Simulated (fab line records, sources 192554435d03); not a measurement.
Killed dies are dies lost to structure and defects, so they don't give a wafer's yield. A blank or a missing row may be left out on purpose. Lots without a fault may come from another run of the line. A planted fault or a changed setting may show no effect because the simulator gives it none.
One fault seen from 2 desks | flow n5_finfet | each desk has only its own numbers; what lay behind them comes last

THE METROLOGY DESK
What the gauges read, lot by lot, whatever tool the lot ran on: means of the sampled wafers that have a number. A lot is out of limits, marked OUT, if its mean lies more than 4 standard deviations from the usual mean; the brackets give that distance.
Columns: A = M13_THK at N5_BEOL_M13_THK_MEAS_50, usual 416 nm
lot  | first seen here | A
L190 | day 11 22:44    | 418
L191 | day 12 08:29    | 418
L197 | day 13 15:10    | 415
L198 | day 14 02:23    | 417
L203 | day 14 10:08    | 422
L201 | day 14 10:35    | 412
L209 | day 16 10:53    | 425
L210 | day 17 12:08    | 416
L211 | day 17 21:05    | 421
L212 | day 17 22:53    | 418
This desk's finding: nothing out of limits on any of the 10 lots.

THE TOOL OWNER'S DESK: pvd_sputter-01
The tool's own readings at N5_BEOL_M13_SPUTTER_43 (material TaN, target thk 15 nm, time 24.19 s): means of the sampled wafers that have a number, for each lot that ran on this tool. A lot is out of limits, marked OUT, if its mean lies more than 4 standard deviations from the usual mean; the brackets give that distance.
Columns: A = cathode_dc_power_W at N5_BEOL_M13_SPUTTER_43, usual 15000 W; B = throttle_valve_pct at N5_BEOL_M13_SPUTTER_43, usual 30.2 %
lot  | first seen here | A                       | B
L190 | day 11 21:16    | 15002                   | 31.3
L191 | day 12 07:26    | 15001                   | 30.9
L197 | day 13 14:04    | 16647 (+99 or more) OUT | 31.6
L198 | day 14 01:01    | 15823 (+99 or more) OUT | 30.5
L210 | day 17 10:50    | 14998                   | 30.3
L211 | day 17 20:04    | 14998                   | 30.1
L212 | day 17 21:50    | 14999                   | 30.6
This desk's finding: out of limits on L197, L198; first on L197, day 13 14:04 (cathode_dc_power_W at N5_BEOL_M13_SPUTTER_43). In limits: L190, L191, L210, L211, L212.

PUT TOGETHER
The tool owner's desk could have raised an alarm at day 13 14:04, on L197, L198.
The metrology desk saw nothing out of limits.
The metrology desk has L197, L198 on record, within its limits.
Of the lots named, all ran N5_BEOL_M13_SPUTTER_43 on pvd_sputter-01.

WHAT THE SIMULATOR HAD PUT IN
Process parameter drift: pvd_sputter-01, from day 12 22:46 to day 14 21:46, at N5_BEOL_M13_SPUTTER_43. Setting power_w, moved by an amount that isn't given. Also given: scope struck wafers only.
Lots struck among those shown: L197, L198.
Hours from the fault's start to each desk's first reading out of limits: the tool owner's desk, 15.
